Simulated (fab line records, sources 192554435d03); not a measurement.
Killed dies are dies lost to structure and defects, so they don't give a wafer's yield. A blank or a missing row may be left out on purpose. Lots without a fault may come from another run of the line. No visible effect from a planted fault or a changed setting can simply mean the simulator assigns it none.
The tool behind it: which one?    flow n5 finfet    21 lots, 63 wafers sampled, at 6 steps of a route of 1938

WHAT THE GAUGES SHOWED, per wafer
N5_HKMG_FIN_INSPECT_28: inspects for defects (darkfield).
lot   measured      on                 raw defect count
L075  day 4 12:20   defect inspect-01  29 16 21
L076  day 4 19:53   defect inspect-02  23 31 19
L077  day 5 00:51   defect inspect-02  36 16 44
L078  day 5 09:13   defect inspect-02  27 24 31
L079  day 5 15:23   defect inspect-01  85 43 121
L080  day 5 19:42   defect inspect-01  26 31 25
L081  day 6 01:31   defect inspect-01  30 22 28
L082  day 6 08:06   defect inspect-01  36 54 36
L083  day 6 12:41   defect inspect-02  88 83 45
L085  day 7 05:45   defect inspect-02  41 38 36
L086  day 7 13:05   defect inspect-02  63 84 45
L087  day 7 16:08   defect inspect-02  64 62 47
L088  day 7 19:14   defect inspect-02  54 45 31
L089  day 8 02:34   defect inspect-01  31 36 32
L091  day 8 17:07   defect inspect-01  33 49 26
L092  day 8 19:17   defect inspect-01  26 27 23
L093  day 9 02:57   defect inspect-01  34 28 40
L094  day 9 08:25   defect inspect-02  37 21 52
L095  day 9 15:40   defect inspect-01  76 44 49
L096  day 9 23:25   defect inspect-02  30 27 34
L097  day 10 01:16  defect inspect-02  28 58 38

WHAT TOOL EACH LOT RAN ON (gives the tool, then ch and the chambers of the sampled wafers, and finally the start)
lot   N5_SDB_CMP_30                 N5_HKMG_FIN_ETCH_54                N5_HKMG_FIN_STRIP_34               N5_HKMG_FIN_ETCH_86                N5_HKMG_FIN_STRIP_90
L075  cmp-03 ch 0,1,2, day 4 02:35  rie diel-05 ch 0,2,3, day 4 04:25  rie diel-03 ch 0,1, day 4 08:02    rie diel-03 ch 0,2,3, day 4 09:08  rie diel-05 ch 0,2,3, day 4 10:25
L076  cmp-02 ch 1,2, day 4 10:14    rie diel-02 ch 0,3, day 4 12:13    rie diel-05 ch 1,3, day 4 15:46    rie diel-03 ch 1,3, day 4 16:49    rie diel-05 ch 0,1,2, day 4 17:57
L077  cmp-02 ch 0,1,3, day 4 15:09  rie diel-03 ch 0,3, day 4 17:08    rie diel-05 ch 1,3, day 4 20:40    rie diel-02 ch 1,2, day 4 21:46    rie diel-03 ch 0,1,3, day 4 22:55
L078  cmp-03 ch 0,2,3, day 4 23:16  rie diel-05 ch 1,2,3, day 5 01:29  rie diel-02 ch 0,1,3, day 5 05:06  rie diel-05 ch 0,1,3, day 5 06:08  rie diel-05 ch 0,3, day 5 07:17
L079  cmp-04 ch 1,2,3, day 5 04:59  rie diel-02 ch 0,2,3, day 5 07:43  rie diel-05 ch 0,2,3, day 5 11:13  rie diel-02 ch 0,1,2, day 5 12:17  rie diel-05 ch 0,2,3, day 5 13:28
L080  cmp-03 ch 0,1,3, day 5 09:21  rie diel-03 ch 1,2, day 5 11:21    rie diel-03 ch 0,1, day 5 15:08    rie diel-05 ch 2,3, day 5 16:10    rie diel-03 ch 0,3, day 5 17:32
L081  cmp-02 ch 1,3, day 5 15:16    rie diel-02 ch 0,1, day 5 17:39    rie diel-05 ch 1,2, day 5 21:16    rie diel-03 ch 0,1, day 5 22:19    rie diel-02 ch 1,3, day 5 23:34
L082  cmp-04 ch 0,1,3, day 5 21:09  rie diel-05 ch 1,2,3, day 5 23:16  rie diel-03 ch 0,1,2, day 6 03:13  rie diel-05 ch 0,2,3, day 6 04:22  rie diel-03 ch 0,1,2, day 6 05:36
L083  cmp-03 ch 0,2,3, day 6 02:23  rie diel-03 ch 0,2, day 6 04:40    rie diel-02 ch 1,2, day 6 08:28    rie diel-03 ch 0,1,2, day 6 09:30  rie diel-02 ch 1,2,3, day 6 10:46
L085  cmp-03 ch 0,2, day 6 19:30    rie diel-03 ch 2,3, day 6 21:47    rie diel-05 ch 0,2,3, day 7 01:37  rie diel-05 ch 0,3, day 7 02:40    rie diel-02 ch 1,2,3, day 7 03:49
L086  cmp-02 ch 0,2,3, day 7 02:15  rie diel-03 ch 1,3, day 7 04:16    rie diel-05 ch 0,1,2, day 7 08:23  rie diel-05 ch 0,1,3, day 7 09:55  rie diel-03 ch 2,3, day 7 11:02
L087  cmp-04 ch 0,1, day 7 05:49    rie diel-03 ch 1,2,3, day 7 07:47  rie diel-02 ch 0,2, day 7 11:58    rie diel-02 ch 0,1,2, day 7 13:01  rie diel-05 ch 2,3, day 7 14:13
L088  cmp-04 ch 0,1,2, day 7 09:12  rie diel-03 ch 1,3, day 7 11:09    rie diel-05 ch 1,2, day 7 15:08    rie diel-05 ch 1,2,3, day 7 16:10  rie diel-03 ch 2,3, day 7 17:18
L089  cmp-04 ch 0,1,3, day 7 16:29  rie diel-02 ch 0,1,2, day 7 18:36  rie diel-05 ch 0,1,2, day 7 22:13  rie diel-05 ch 0,2,3, day 7 23:16  rie diel-03 ch 1,2,3, day 8 00:36
L091  cmp-03 ch 1,2, day 8 07:05    rie diel-05 ch 0,1,3, day 8 09:08  rie diel-05 ch 1,2,3, day 8 12:46  rie diel-05 ch 0,3, day 8 13:55    rie diel-05 ch 0,1,2, day 8 15:05
L092  cmp-02 ch 0,3, day 8 09:26    rie diel-03 ch 1,2,3, day 8 11:37  rie diel-02 ch 0,1, day 8 15:11    rie diel-03 ch 0,3, day 8 16:14    rie diel-03 ch 0,1,3, day 8 17:22
L093  cmp-02 ch 1,2, day 8 16:26    rie diel-03 ch 0,1,3, day 8 18:40  rie diel-03 ch 1,2,3, day 8 22:17  rie diel-02 ch 1,3, day 8 23:37    rie diel-02 ch 0,3, day 9 00:46
L094  cmp-03 ch 0,3, day 8 22:39    rie diel-05 ch 0,2, day 9 00:38    rie diel-03 ch 0,1, day 9 04:16    rie diel-02 ch 0,1,3, day 9 05:20  rie diel-03 ch 1,2, day 9 06:28
L095  cmp-03 ch 0,3, day 9 05:28    rie diel-02 ch 0,1,3, day 9 07:55  rie diel-02 ch 0,1, day 9 11:32    rie diel-05 ch 0,1, day 9 12:35    rie diel-05 ch 1,2, day 9 13:43
L096  cmp-02 ch 0,1,3, day 9 13:26  rie diel-05 ch 0,2,3, day 9 15:22  rie diel-03 ch 1,2,3, day 9 19:01  rie diel-05 ch 1,2,3, day 9 20:16  rie diel-05 ch 0,1,3, day 9 21:26
L097  cmp-02 ch 0,1,2, day 9 15:02  rie diel-05 ch 1,3, day 9 17:31    rie diel-05 ch 0,1,2, day 9 21:05  rie diel-03 ch 0,1, day 9 22:08    rie diel-05 ch 1,3, day 9 23:20
- N5_SDB_CMP_30: polishes, stops on poly-Si, t overpolish 1.54 s, target thk 30 nm.
- N5_HKMG_FIN_ETCH_54: etches SiARC in CF4, target depth 45.5 nm, time 75.8 s.
- N5_HKMG_FIN_STRIP_34: strips in CF4.
- N5_HKMG_FIN_ETCH_86: etches SOC in N2/H2, stops on TiN, target depth 393.2 nm.
- N5_HKMG_FIN_STRIP_90: strips SOC in N2/H2, time 20 s.

AS READ BY THE TOOLS THEMSELVES (means over the sampled wafers that have a number; for cases with no such wafer, the mark the record gives instead)
N5_SDB_CMP_30.
lot   tool    motor current A (A)  overpolish run s (s)  pad life wafers  time to endpoint s (s)
L075  cmp-03  12.3                 1.542                 1124             16.0
L076  cmp-02  12.4                 1.542                 492              18.3
L077  cmp-02  12.4                 1.537                 548              19.6
L078  cmp-03  12.2                 1.538                 1316             17.1
L079  cmp-04  12.1                 1.538                 1921             16.4
L080  cmp-03  11.6                 1.536                 1406             18.7
L081  cmp-02  12.1                 1.545                 692              19.4
L082  cmp-04  13.1                 1.540                 2060             16.7
L083  cmp-03  12.2                 1.541                 1538             18.7
L085  cmp-03  12.9                 1.539                 1640             18.5
L086  cmp-02  12.3                 1.552                 974              15.7
L087  cmp-04  13.0                 1.548                 204              19.4
L088  cmp-04  12.5                 1.539                 236              18.2
L089  cmp-04  12.9                 1.533                 314              20.5
L091  cmp-03  12.9                 1.536                 1927             19.4
L092  cmp-02  12.6                 1.546                 1165             15.5
L093  cmp-02  11.8                 1.541                 1190             15.0
L094  cmp-03  11.2                 1.549                 2028             17.1
L095  cmp-03  11.6                 1.543                 7                17.9
L096  cmp-02  12.7                 1.533                 1376             13.6
L097  cmp-02  12.2                 1.551                 1394             15.2

N5_HKMG_FIN_ETCH_54.
lot   tool         cf4 flow sccm (sccm)  drypump motor current A (A)  etch rf on time s (s)  oes product au (a.u.)  rf vpp V (V)  showerhead plenum p Torr (Torr)  throttle valve pct (%)
L075  rie diel-05  100.07                6.0                          75.0                   0.65                   184.5         2.23                             15.62
L076  rie diel-02  100.25                5.9                          75.4                   0.71                   185.5         2.25                             15.65
L077  rie diel-03  99.98                 6.3                          75.8                   0.63                   184.3         2.18                             15.67
L078  rie diel-05  100.07                5.7                          76.3                   0.68                   183.7         2.18                             15.50
L079  rie diel-02  100.25                6.0                          75.4                   0.66                   183.8         2.17                             15.75
L080  rie diel-03  99.93                 6.1                          76.7                   0.77                   186.0         2.26                             15.48
L081  rie diel-02  99.86                 5.8                          76.1                   0.69                   184.8         2.19                             15.55
L082  rie diel-05  100.14                5.8                          75.5                   0.68                   184.6         2.18                             15.51
L083  rie diel-03  99.97                 6.0                          76.0                   0.73                   185.3         2.25                             15.65
L085  rie diel-03  100.00                5.9                          75.5                   0.74                   186.1         2.23                             15.62
L086  rie diel-03  100.13                6.5                          76.0                   0.65                   183.5         2.19                             15.42
L087  rie diel-03  99.97                 6.2                          76.2                   0.69                   185.3         2.21                             15.54
L088  rie diel-03  100.42                6.5                          76.3                   0.64                   185.4         2.19                             15.43
L089  rie diel-02  99.87                 5.7                          76.5                   0.66                   184.6         2.12                             15.69
L091  rie diel-05  100.27                5.7                          75.2                   0.67                   185.8         2.18                             15.63
L092  rie diel-03  99.77                 6.2                          76.7                   0.68                   184.2         2.21                             15.55
L093  rie diel-03  100.17                6.4                          75.4                   0.70                   184.5         2.18                             15.43
L094  rie diel-05  100.04                5.8                          75.7                   0.61                   184.8         2.21                             15.58
L095  rie diel-02  100.24                5.7                          75.6                   0.69                   185.1         2.19                             15.64
L096  rie diel-05  99.62                 6.0                          75.5                   0.62                   185.0         2.21                             15.71
L097  rie diel-05  99.92                 5.9                          75.3                   0.66                   184.6         2.17                             15.69

N5_HKMG_FIN_STRIP_34.
lot   tool         cf4 flow sccm (sccm)  drypump motor current A (A)  oes product au (a.u.)  rf vpp V (V)  showerhead plenum p Torr (Torr)  throttle valve pct (%)
L075  rie diel-03  150.1                 6.5                          0.73                   272.4         1.85                             13.56
L076  rie diel-05  149.8                 5.4                          0.86                   271.9         1.79                             13.38
L077  rie diel-05  150.1                 5.9                          0.80                   270.9         1.82                             13.57
L078  rie diel-02  150.4                 5.7                          0.83                   271.4         1.84                             13.53
L079  rie diel-05  149.5                 6.0                          0.74                   273.3         1.86                             13.63
L080  rie diel-03  150.2                 6.5                          0.72                   272.2         1.85                             13.59
L081  rie diel-05  149.9                 5.2                          0.84                   271.5         1.78                             13.32
L082  rie diel-03  150.0                 6.3                          0.79                   273.3         1.87                             13.53
L083  rie diel-02  149.8                 5.6                          0.77                   269.6         1.72                             13.73
L085  rie diel-05  149.8                 6.0                          0.73                   272.5         1.86                             13.66
L086  rie diel-05  150.4                 5.5                          0.78                   271.9         1.83                             13.49
L087  rie diel-02  149.9                 6.1                          0.70                   269.4         1.75                             13.85
L088  rie diel-05  150.4                 5.2                          0.82                   269.7         1.78                             13.35
L089  rie diel-05  150.0                 5.5                          0.77                   271.9         1.83                             13.49
L091  rie diel-05  150.1                 5.7                          0.76                   271.7         1.82                             13.55
L092  rie diel-02  150.2                 5.4                          0.82                   271.4         1.79                             13.47
L093  rie diel-03  149.9                 6.2                          0.78                   272.8         1.85                             13.55
L094  rie diel-03  149.5                 6.6                          0.79                   272.6         1.85                             13.31
L095  rie diel-02  149.6                 5.8                          0.77                   271.7         1.82                             13.58
L096  rie diel-03  149.8                 6.2                          0.77                   272.4         1.85                             13.55
L097  rie diel-05  149.9                 5.5                          0.76                   271.9         1.82                             13.54

N5_HKMG_FIN_ETCH_86.
lot   tool         drypump motor current A (A)  oes product au (a.u.)  rf vpp V (V)  showerhead plenum p Torr (Torr)  throttle valve pct (%)
L075  rie diel-03  6.1                          0.73                   239.5         2.52                             18.02
L076  rie diel-03  6.5                          0.77                   241.6         2.62                             17.54
L077  rie diel-02  5.7                          0.79                   239.2         2.44                             17.98
L078  rie diel-05  5.7                          0.80                   241.4         2.60                             17.77
L079  rie diel-02  5.7                          0.79                   240.1         2.52                             17.87
L080  rie diel-05  6.1                          0.72                   241.8         2.63                             17.68
L081  rie diel-03  6.6                          0.73                   242.6         2.64                             17.59
L082  rie diel-05  6.0                          0.73                   243.0         2.64                             17.82
L083  rie diel-03  6.3                          0.79                   242.2         2.66                             17.78
L085  rie diel-05  5.9                          0.74                   242.5         2.66                             17.99
L086  rie diel-05  5.7                          0.79                   240.7         2.59                             17.78
L087  rie diel-02  5.8                          0.77                   240.1         2.51                             17.90
L088  rie diel-05  5.7                          0.77                   241.0         2.58                             17.64
L089  rie diel-05  6.0                          0.72                   241.4         2.64                             17.85
L091  rie diel-05  5.9                          0.74                   241.9         2.65                             18.00
L092  rie diel-03  6.3                          0.88                   240.8         2.58                             17.61
L093  rie diel-02  5.5                          0.83                   240.5         2.61                             17.93
L094  rie diel-02  5.6                          0.80                   241.1         2.60                             17.88
L095  rie diel-05  5.4                          0.77                   241.0         2.60                             17.88
L096  rie diel-05  5.7                          0.75                   241.7         2.57                             17.68
L097  rie diel-03  6.5                          0.84                   241.2         2.61                             17.50

N5_HKMG_FIN_STRIP_90.
lot   tool         drypump motor current A (A)  oes product au (a.u.)  rf vpp V (V)  showerhead plenum p Torr (Torr)  throttle valve pct (%)
L075  rie diel-05  6.0                          0.75                   54.0          3.50                             19.0
L076  rie diel-05  5.5                          0.81                   55.0          3.43                             18.8
L077  rie diel-03  6.4                          0.76                   53.6          3.44                             18.8
L078  rie diel-05  5.9                          0.77                   54.2          3.52                             19.2
L079  rie diel-05  6.0                          0.74                   54.4          3.49                             19.0
L080  rie diel-03  6.3                          0.73                   55.2          3.41                             19.0
L081  rie diel-02  5.3                          0.89                   54.6          3.39                             19.3
L082  rie diel-03  6.3                          0.79                   53.9          3.51                             19.0
L083  rie diel-02  5.6                          0.81                   53.8          3.34                             19.2
L085  rie diel-02  5.6                          0.81                   54.0          3.34                             19.2
L086  rie diel-03  5.9                          0.86                   54.6          3.50                             19.2
L087  rie diel-05  6.1                          0.72                   54.8          3.46                             18.8
L088  rie diel-03  5.9                          0.85                   53.7          3.50                             19.2
L089  rie diel-03  6.2                          0.80                   54.2          3.47                             18.9
L091  rie diel-05  5.5                          0.77                   54.5          3.41                             18.9
L092  rie diel-03  6.4                          0.81                   54.5          3.42                             18.7
L093  rie diel-02  6.1                          0.75                   53.9          3.49                             19.1
L094  rie diel-03  6.1                          0.83                   54.4          3.54                             19.2
L095  rie diel-05  5.6                          0.75                   55.0          3.39                             18.7
L096  rie diel-05  5.7                          0.78                   54.1          3.41                             18.9
L097  rie diel-05  5.4                          0.81                   54.1          3.32                             18.6

THE ANSWER, worked out from the rows above alone
Rule: the lots themselves supply what counts as usual. Put in order of their means at a reading, lots are off if they are a third of the lots or fewer, leave a main group of 4 or more, and stand apart from it by a gap of 3 or more times the standard deviation of the main group's means; of several such gaps the widest counts. A main group whose means are all the same, to the digits that the tables above print for the reading, isn't used. A lot without any number at a reading at which 4 lots or more have one is off too. All remaining lots with rows at the step are treated as sound. First the gauges in route order, then the tools' own readings, where a lot's mean is used as printed above. The first step at which some lot is off is used, and at that step the reading that is off furthest; a lot without a number counts as furthest.
None of the lots is off at any reading shown; this tells nothing.

WHAT THE SIMULATOR PUT IN
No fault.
